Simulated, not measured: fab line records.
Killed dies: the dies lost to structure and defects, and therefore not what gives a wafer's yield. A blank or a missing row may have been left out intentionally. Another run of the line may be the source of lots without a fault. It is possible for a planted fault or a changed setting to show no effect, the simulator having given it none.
8D (eight disciplines) problem report, filled in by code | flow nand_harc | the parts of the form that need people (team, actions taken, sign-off) are left out

## 1. WHAT IS WRONG
thk_nm at NHARC_A_ONON_D1_THK_MEAS_05 reads a mean of 1109 nm on 3 wafers of 2 lots; wafers without a fault read 1002 nm with a standard deviation of 8.1. Measured from the usual mean, that is +13 standard deviations.
The step: measures by ellipsometry.
Seen first at day 9 15:22 on film_metro-02, wafer L466.2. The record holds 35 wafers of 12 lots with a number at this step. By rule, "out" or "out of limits" means more than 4 standard deviations away from the usual mean. All remaining wafers that have a number are taken as sound.

## 2. WHAT IT IS, WHAT IT ISN'T
question                    | is                           | is not
which readings at this step | thk_nm                       | -
which lots                  | L466, L467                   | L457, L458, L459, L461, L472, L474, L477, L478, L479, L480
which wafers of those lots  | L466.2, L466.5, L467.5       | L466.1, L467.3
read on which gauges        | film_metro-01, film_metro-02 | -
when                        | from day 9 15:22             | up to then (13 sound wafers); but 19 sound wafers of L467, L472, L474, L477, L478, L479, L480 came after

## 3. THE SUSPECTS, EACH WITH WHAT RULES IT OUT
Counting: if a tool at a process step up to the reading ran every lot that is out, it stays a suspect. Sound lots after the first of them don't rule it out here, since some wafers of a struck lot are sound.
- the gauge at NHARC_A_ONON_D1_THK_MEAS_05 is ruled out. The wafers that are out were read on 2 gauges (film_metro-01, film_metro-02).
- rie_diel-05 at NHARC_P_BONDPAD_DESCUM_11 (chemistry O2, time 3 s): kept. Every lot that is out went through it, the first being L466 (day 8 12:23); the last sound lot it ran before that was L459 (day 7 03:43).
- rie_diel-05 at NHARC_P_BONDPAD_ETCH_37 (etches the open film in N2/H2, target depth 60 nm, overetch 18 nm, time 65.91 s): kept. Every lot that is out went through it, the first being L466 (day 8 12:28); the last sound lot it ran before that was L459 (day 7 03:47).
- pecvd_onon-02 at NHARC_A_ONON_D1_DEP_03 (target thk 1000 nm): kept. Every lot that is out went through it, the first being L466 (day 9 14:51); the last sound lot it ran before that was L461 (day 8 04:46).
- Within rie_diel-05 at NHARC_P_BONDPAD_DESCUM_11: the wafers that are out ran in chambers 1, 2, 3; their sound lot-mates ran in chamber 0.
- Within rie_diel-05 at NHARC_P_BONDPAD_ETCH_37: the wafers that are out ran in chambers 0, 2; their sound lot-mates ran in chamber 3.
Left after counting: rie_diel-05 at NHARC_P_BONDPAD_DESCUM_11, rie_diel-05 at NHARC_P_BONDPAD_ETCH_37, pecvd_onon-02 at NHARC_A_ONON_D1_DEP_03.

## 4. THE CAUSE (what the simulator had put in)
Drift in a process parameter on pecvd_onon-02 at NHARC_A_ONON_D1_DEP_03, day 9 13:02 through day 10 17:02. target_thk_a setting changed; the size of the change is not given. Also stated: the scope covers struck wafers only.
This tool is one of the 3 suspects left after counting.

## 5. THE EFFECT CHAIN, in route order
Each row: a reading whose mean over the struck wafers that have a number lies more than 3 standard deviations from the usual. Only readings whose record carries a usual standard deviation are examined. hours: median over the lots of the time between each lot's start at the first step of this table that gives one and its start at this step. sigmas: the change, counted in usual standard deviations.
hours | step                        | reading         | usual   | on struck wafers | change | sigmas
0     | NHARC_A_ONON_D1_THK_MEAS_05 | thk_nm          | 1002 nm | 1109             | +107   | +13
287   | NHARC_END_SORT_01           | killed_at_array | 27      | 673              | +646   | +81
287   | NHARC_END_SORT_01           | killed_dies     | 31      | 677              | +646   | +73

## 6. HOW IT WOULD HAVE BEEN CAUGHT EARLIER
2 hours passed between the start of the fault at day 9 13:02 and the first reading out of limits at a measuring or inspecting step in this record, taken at day 9 15:22.
L467, from the lots that are out (2), started NHARC_A_ONON_D1_DEP_03 on pecvd_onon-02 later than day 9 15:22. Putting the tool on hold at that point would have spared it.
